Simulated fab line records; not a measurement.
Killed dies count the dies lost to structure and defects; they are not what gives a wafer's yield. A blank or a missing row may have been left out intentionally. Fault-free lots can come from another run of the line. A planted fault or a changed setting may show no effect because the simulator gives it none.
Which tool is to blame? / flow nand_harc / 13 lots with 37 wafers sampled at 5 steps, on a route of 1302 steps

## WHAT THE GAUGES READ, wafer by wafer
NHARC_A_CHANNEL_HOLE_D1_CD_MEAS_18.
lot=L639; measured=day 8 16:02; on=cd_sem-03; cd_nm (nm)=99.9 101.6 101.2
lot=L641; measured=day 9 22:46; on=cd_sem-01; cd_nm (nm)=96.6 97.6 99.3
lot=L642; measured=day 9 23:56; on=cd_sem-01; cd_nm (nm)=100.8 101.4 99.9
lot=L648; measured=day 12 19:38; on=cd_sem-03; cd_nm (nm)=97.5 96.7 101.7
lot=L649; measured=day 13 01:06; on=cd_sem-02; cd_nm (nm)=99.7 100.2
lot=L650; measured=day 13 10:02; on=cd_sem-03; cd_nm (nm)=100.3 97.8
lot=L655; measured=day 15 16:32; on=cd_sem-01; cd_nm (nm)=99.3 100.2 101.2
lot=L656; measured=day 16 08:07; on=cd_sem-03; cd_nm (nm)=95.3 98.3 100.8
lot=L657; measured=day 16 23:25; on=cd_sem-03; cd_nm (nm)=102.0 101.3 98.8
lot=L658; measured=day 17 06:10; on=cd_sem-01; cd_nm (nm)=101.3 101.7 102.1
lot=L659; measured=day 17 12:53; on=cd_sem-02; cd_nm (nm)=101.7 100.5 102.4
lot=L660; measured=day 17 18:58; on=cd_sem-03; cd_nm (nm)=102.7 100.0 98.7
lot=L661; measured=day 18 03:24; on=cd_sem-01; cd_nm (nm)=98.4 102.5 99.9

NHARC_END_SORT_01.
lot=L639; measured=day 24 15:23; on=prober-02; killed_at_array=60 63 90; killed_at_other=0 0 0; killed_at_periphery=9 1 4; killed_dies=69 64 94; killed_open=2 2 1; killed_short=3 0 1
lot=L641; measured=day 24 23:17; on=prober-01; killed_at_array=41 55 46; killed_at_other=0 0 0; killed_at_periphery=5 6 2; killed_dies=46 61 48; killed_open=4 6 1; killed_short=3 1 0
lot=L642; measured=day 25 07:05; on=prober-01; killed_at_array=86 78 69; killed_at_other=0 0 0; killed_at_periphery=5 10 2; killed_dies=91 88 71; killed_open=3 2 5; killed_short=1 3 0
lot=L648; measured=day 29 13:35; on=prober-01; killed_at_array=66 74 58; killed_at_other=5 1 1; killed_at_periphery=5 1 1; killed_dies=76 76 60; killed_open=2 3 1; killed_short=5 4 4
lot=L649; measured=day 28 22:21; on=prober-02; killed_at_array=39 40; killed_at_other=2 0; killed_at_periphery=4 9; killed_dies=45 49; killed_open=2 2; killed_short=3 1
lot=L650; measured=day 29 14:22; on=prober-02; killed_at_array=59 51; killed_at_other=1 3; killed_at_periphery=1 2; killed_dies=61 56; killed_open=5 4; killed_short=3 1
lot=L655; measured=day 31 10:19; on=prober-02; killed_at_array=34 36 37; killed_at_other=1 1 0; killed_at_periphery=5 8 13; killed_dies=40 45 50; killed_open=6 6 4; killed_short=4 3 2
lot=L656; measured=day 32 03:21; on=prober-01; killed_at_array=58 40 52; killed_at_other=0 0 1; killed_at_periphery=10 8 2; killed_dies=68 48 55; killed_open=4 5 2; killed_short=3 0 4
lot=L657; measured=day 32 18:20; on=prober-01; killed_at_array=55 63 39; killed_at_other=1 1 1; killed_at_periphery=6 5 3; killed_dies=62 69 43; killed_open=3 4 2; killed_short=5 2 2
lot=L658; measured=day 33 19:03; on=prober-02; killed_at_array=61 55 40; killed_at_other=0 0 0; killed_at_periphery=4 1 5; killed_dies=65 56 45; killed_open=4 2 3; killed_short=6 2 2
lot=L659; measured=day 33 11:19; on=prober-01; killed_at_array=68 57 65; killed_at_other=4 2 5; killed_at_periphery=3 4 3; killed_dies=75 63 73; killed_open=4 6 1; killed_short=1 3 3
lot=L660; measured=day 33 11:19; on=prober-02; killed_at_array=23 12 27; killed_at_other=0 0 0; killed_at_periphery=5 4 1; killed_dies=28 16 28; killed_open=4 3 0; killed_short=5 0 2
lot=L661; measured=day 34 13:50; on=prober-01; killed_at_array=37 54 53; killed_at_other=1 1 2; killed_at_periphery=2 3 1; killed_dies=40 58 56; killed_open=4 6 1; killed_short=1 2 2

## WHICH TOOL RAN EACH LOT (tool, then ch and the chambers of the sampled wafers, then the start)
lot=L639; NHARC_A_CHANNEL_HOLE_D1_DEP_00=acl_dep-03 ch 0, day 8 11:49; NHARC_A_CHANNEL_HOLE_D1_ETCH_39=rie_diel-13 ch 2,3, day 8 15:06; NHARC_A_CHANNEL_HOLE_D1_ETCH_22=har_etch-02 ch 0,1, day 8 17:59
lot=L641; NHARC_A_CHANNEL_HOLE_D1_DEP_00=acl_dep-02 ch 0, day 9 18:50; NHARC_A_CHANNEL_HOLE_D1_ETCH_39=rie_diel-01 ch 1,2,3, day 9 21:52; NHARC_A_CHANNEL_HOLE_D1_ETCH_22=har_etch-01 ch 0,1, day 9 23:43
lot=L642; NHARC_A_CHANNEL_HOLE_D1_DEP_00=acl_dep-03 ch 0, day 9 19:41; NHARC_A_CHANNEL_HOLE_D1_ETCH_39=rie_diel-05 ch 0,2, day 9 22:50; NHARC_A_CHANNEL_HOLE_D1_ETCH_22=har_etch-02 ch 0,1, day 10 00:52
lot=L648; NHARC_A_CHANNEL_HOLE_D1_DEP_00=acl_dep-01 ch 0, day 12 15:43; NHARC_A_CHANNEL_HOLE_D1_ETCH_39=rie_diel-01 ch 0,1,2, day 12 18:43; NHARC_A_CHANNEL_HOLE_D1_ETCH_22=har_etch-02 ch 0,1, day 12 20:35
lot=L649; NHARC_A_CHANNEL_HOLE_D1_DEP_00=acl_dep-02 ch 0, day 12 21:17; NHARC_A_CHANNEL_HOLE_D1_ETCH_39=rie_diel-01 ch 0,3, day 13 00:10; NHARC_A_CHANNEL_HOLE_D1_ETCH_22=har_etch-01 ch 0,1, day 13 03:57
lot=L650; NHARC_A_CHANNEL_HOLE_D1_DEP_00=acl_dep-02 ch 0, day 13 06:26; NHARC_A_CHANNEL_HOLE_D1_ETCH_39=rie_diel-01 ch 0,3, day 13 09:07; NHARC_A_CHANNEL_HOLE_D1_ETCH_22=har_etch-02 ch 1, day 13 15:14
lot=L655; NHARC_A_CHANNEL_HOLE_D1_DEP_00=acl_dep-02 ch 0, day 15 12:26; NHARC_A_CHANNEL_HOLE_D1_ETCH_39=rie_diel-13 ch 0,1,2, day 15 15:29; NHARC_A_CHANNEL_HOLE_D1_ETCH_22=har_etch-01 ch 0,1, day 15 20:41
lot=L656; NHARC_A_CHANNEL_HOLE_D1_DEP_00=acl_dep-02 ch 0, day 16 04:09; NHARC_A_CHANNEL_HOLE_D1_ETCH_39=rie_diel-05 ch 0,2,3, day 16 07:11; NHARC_A_CHANNEL_HOLE_D1_ETCH_22=har_etch-02 ch 0,1, day 16 09:03
lot=L657; NHARC_A_CHANNEL_HOLE_D1_DEP_00=acl_dep-02 ch 0, day 16 19:47; NHARC_A_CHANNEL_HOLE_D1_ETCH_39=rie_diel-13 ch 0,1,3, day 16 22:28; NHARC_A_CHANNEL_HOLE_D1_ETCH_22=har_etch-01 ch 0,1, day 17 05:20
lot=L658; NHARC_A_CHANNEL_HOLE_D1_DEP_00=acl_dep-02 ch 0, day 17 02:13; NHARC_A_CHANNEL_HOLE_D1_ETCH_39=rie_diel-13 ch 0,1,2, day 17 05:14; NHARC_A_CHANNEL_HOLE_D1_ETCH_22=har_etch-02 ch 0,1, day 17 11:15
lot=L659; NHARC_A_CHANNEL_HOLE_D1_DEP_00=acl_dep-01 ch 0, day 17 09:05; NHARC_A_CHANNEL_HOLE_D1_ETCH_39=rie_diel-01 ch 1,2,3, day 17 11:58; NHARC_A_CHANNEL_HOLE_D1_ETCH_22=har_etch-01 ch 0,1, day 17 13:55
lot=L660; NHARC_A_CHANNEL_HOLE_D1_DEP_00=acl_dep-03 ch 0, day 17 14:55; NHARC_A_CHANNEL_HOLE_D1_ETCH_39=rie_diel-13 ch 0,1,2, day 17 18:04; NHARC_A_CHANNEL_HOLE_D1_ETCH_22=har_etch-02 ch 0,1, day 17 20:00
lot=L661; NHARC_A_CHANNEL_HOLE_D1_DEP_00=acl_dep-02 ch 0, day 17 23:13; NHARC_A_CHANNEL_HOLE_D1_ETCH_39=rie_diel-01 ch 0,3, day 18 02:29; NHARC_A_CHANNEL_HOLE_D1_ETCH_22=har_etch-02 ch 0,1, day 18 04:31
- NHARC_A_CHANNEL_HOLE_D1_DEP_00: deposits aC, target thk 3100 nm.
- NHARC_A_CHANNEL_HOLE_D1_ETCH_39: etches the open film in N2/H2, target depth 260 nm, time 325 s.
- NHARC_A_CHANNEL_HOLE_D1_ETCH_22: etches the open film in C4F8/O2/Ar, time 666.7 s, target depth 1600 nm.

## WHAT THE TOOLS THEMSELVES READ (means of the sampled wafers that have a number; where no wafer has one, the mark that the record gives instead)
NHARC_A_CHANNEL_HOLE_D1_DEP_00.
lot=L639; tool=acl_dep-03; throttle_valve_pct (%)=34.997
lot=L641; tool=acl_dep-02; throttle_valve_pct (%)=35.006
lot=L642; tool=acl_dep-03; throttle_valve_pct (%)=34.986
lot=L648; tool=acl_dep-01; throttle_valve_pct (%)=34.995
lot=L649; tool=acl_dep-02; throttle_valve_pct (%)=35.008
lot=L650; tool=acl_dep-02; throttle_valve_pct (%)=35.001
lot=L655; tool=acl_dep-02; throttle_valve_pct (%)=34.999
lot=L656; tool=acl_dep-02; throttle_valve_pct (%)=34.998
lot=L657; tool=acl_dep-02; throttle_valve_pct (%)=34.990
lot=L658; tool=acl_dep-02; throttle_valve_pct (%)=35.001
lot=L659; tool=acl_dep-01; throttle_valve_pct (%)=34.992
lot=L660; tool=acl_dep-03; throttle_valve_pct (%)=34.994
lot=L661; tool=acl_dep-02; throttle_valve_pct (%)=35.005

NHARC_A_CHANNEL_HOLE_D1_ETCH_39.
lot=L639; tool=rie_diel-13; drypump_motor_current_A (A)=5.8; oes_product_au (a.u.)=1.010; rf_vpp_V (V)=430.2; run_length_s (s)=347.0; showerhead_plenum_p_Torr (Torr)=2.02; throttle_valve_pct (%)=14.168
lot=L641; tool=rie_diel-01; drypump_motor_current_A (A)=5.7; oes_product_au (a.u.)=0.992; rf_vpp_V (V)=429.1; run_length_s (s)=346.1; showerhead_plenum_p_Torr (Torr)=1.99; throttle_valve_pct (%)=14.167
lot=L642; tool=rie_diel-05; drypump_motor_current_A (A)=5.7; oes_product_au (a.u.)=1.008; rf_vpp_V (V)=429.1; run_length_s (s)=345.8; showerhead_plenum_p_Torr (Torr)=1.97; throttle_valve_pct (%)=14.168
lot=L648; tool=rie_diel-01; drypump_motor_current_A (A)=5.7; oes_product_au (a.u.)=1.001; rf_vpp_V (V)=427.8; run_length_s (s)=332.0; showerhead_plenum_p_Torr (Torr)=1.97; throttle_valve_pct (%)=14.170
lot=L649; tool=rie_diel-01; drypump_motor_current_A (A)=5.5; oes_product_au (a.u.)=1.008; rf_vpp_V (V)=431.4; run_length_s (s)=335.8; showerhead_plenum_p_Torr (Torr)=2.06; throttle_valve_pct (%)=14.168
lot=L650; tool=rie_diel-01; drypump_motor_current_A (A)=5.4; oes_product_au (a.u.)=1.006; rf_vpp_V (V)=431.1; run_length_s (s)=335.8; showerhead_plenum_p_Torr (Torr)=2.06; throttle_valve_pct (%)=14.165
lot=L655; tool=rie_diel-13; drypump_motor_current_A (A)=6.0; oes_product_au (a.u.)=0.998; rf_vpp_V (V)=431.8; run_length_s (s)=346.0; showerhead_plenum_p_Torr (Torr)=2.10; throttle_valve_pct (%)=14.169
lot=L656; tool=rie_diel-05; drypump_motor_current_A (A)=5.8; oes_product_au (a.u.)=1.013; rf_vpp_V (V)=428.2; run_length_s (s)=346.0; showerhead_plenum_p_Torr (Torr)=1.96; throttle_valve_pct (%)=14.170
lot=L657; tool=rie_diel-13; drypump_motor_current_A (A)=6.0; oes_product_au (a.u.)=0.997; rf_vpp_V (V)=429.4; run_length_s (s)=346.3; showerhead_plenum_p_Torr (Torr)=2.00; throttle_valve_pct (%)=14.175
lot=L658; tool=rie_diel-13; drypump_motor_current_A (A)=6.0; oes_product_au (a.u.)=1.007; rf_vpp_V (V)=431.3; run_length_s (s)=346.2; showerhead_plenum_p_Torr (Torr)=2.09; throttle_valve_pct (%)=14.165
lot=L659; tool=rie_diel-01; drypump_motor_current_A (A)=5.7; oes_product_au (a.u.)=1.003; rf_vpp_V (V)=428.2; run_length_s (s)=346.1; showerhead_plenum_p_Torr (Torr)=1.98; throttle_valve_pct (%)=14.175
lot=L660; tool=rie_diel-13; drypump_motor_current_A (A)=6.0; oes_product_au (a.u.)=1.007; rf_vpp_V (V)=431.8; run_length_s (s)=346.0; showerhead_plenum_p_Torr (Torr)=2.09; throttle_valve_pct (%)=14.172
lot=L661; tool=rie_diel-01; drypump_motor_current_A (A)=5.4; oes_product_au (a.u.)=1.009; rf_vpp_V (V)=431.7; run_length_s (s)=346.3; showerhead_plenum_p_Torr (Torr)=2.07; throttle_valve_pct (%)=14.176

NHARC_A_CHANNEL_HOLE_D1_ETCH_22.
lot=L639; tool=har_etch-02; drypump_motor_current_A (A)=5.7; showerhead_plenum_p_Torr (Torr)=3.46; throttle_valve_pct (%)=32.152
lot=L641; tool=har_etch-01; drypump_motor_current_A (A)=5.4; showerhead_plenum_p_Torr (Torr)=3.59; throttle_valve_pct (%)=32.152
lot=L642; tool=har_etch-02; drypump_motor_current_A (A)=5.8; showerhead_plenum_p_Torr (Torr)=3.45; throttle_valve_pct (%)=32.159
lot=L648; tool=har_etch-02; drypump_motor_current_A (A)=5.8; showerhead_plenum_p_Torr (Torr)=3.43; throttle_valve_pct (%)=32.161
lot=L649; tool=har_etch-01; drypump_motor_current_A (A)=5.2; showerhead_plenum_p_Torr (Torr)=3.60; throttle_valve_pct (%)=32.165
lot=L650; tool=har_etch-02; drypump_motor_current_A (A)=5.8; showerhead_plenum_p_Torr (Torr)=3.41; throttle_valve_pct (%)=32.147
lot=L655; tool=har_etch-01; drypump_motor_current_A (A)=5.1; showerhead_plenum_p_Torr (Torr)=3.61; throttle_valve_pct (%)=32.158
lot=L656; tool=har_etch-02; drypump_motor_current_A (A)=5.8; showerhead_plenum_p_Torr (Torr)=3.40; throttle_valve_pct (%)=32.153
lot=L657; tool=har_etch-01; drypump_motor_current_A (A)=5.1; showerhead_plenum_p_Torr (Torr)=3.60; throttle_valve_pct (%)=32.159
lot=L658; tool=har_etch-02; drypump_motor_current_A (A)=5.8; showerhead_plenum_p_Torr (Torr)=3.93; throttle_valve_pct (%)=32.153
lot=L659; tool=har_etch-01; drypump_motor_current_A (A)=5.1; showerhead_plenum_p_Torr (Torr)=3.59; throttle_valve_pct (%)=32.165
lot=L660; tool=har_etch-02; drypump_motor_current_A (A)=5.7; showerhead_plenum_p_Torr (Torr)=3.93; throttle_valve_pct (%)=32.160
lot=L661; tool=har_etch-02; drypump_motor_current_A (A)=5.7; showerhead_plenum_p_Torr (Torr)=3.93; throttle_valve_pct (%)=32.148

## THE ANSWER, worked out from the rows above alone
Rule: what is usual is taken from the lots themselves. Put in order of their means at a reading, lots are off if they are a third of the lots or fewer, leave a main group of 4 or more, and stand apart from it by a gap of 3 or more times the standard deviation of the main group's means; of several such gaps the widest counts. Not used: any main group whose means are identical at the precision the tables above print for the reading. Also off: a lot with no number at a reading for which 4 or more lots have one. Any other lot the step has rows for is counted as sound. First the gauges in route order, then the tools' own readings, where a lot's mean is used as printed above. The first step at which some lot is off is used, and at that step the reading that is off furthest; a lot without a number counts as furthest.
Off: L648, L649, L650, at NHARC_A_CHANNEL_HOLE_D1_ETCH_39 (run_length_s). Main group: mean 346.2 s, sd 0.31.
If a tool, at that step or one of the process steps before it, ran each lot that is off and ran no sound lot following the first of them, it fits. No candidate that was tried fits.

## WHAT HAD BEEN PUT IN BY THE SIMULATOR
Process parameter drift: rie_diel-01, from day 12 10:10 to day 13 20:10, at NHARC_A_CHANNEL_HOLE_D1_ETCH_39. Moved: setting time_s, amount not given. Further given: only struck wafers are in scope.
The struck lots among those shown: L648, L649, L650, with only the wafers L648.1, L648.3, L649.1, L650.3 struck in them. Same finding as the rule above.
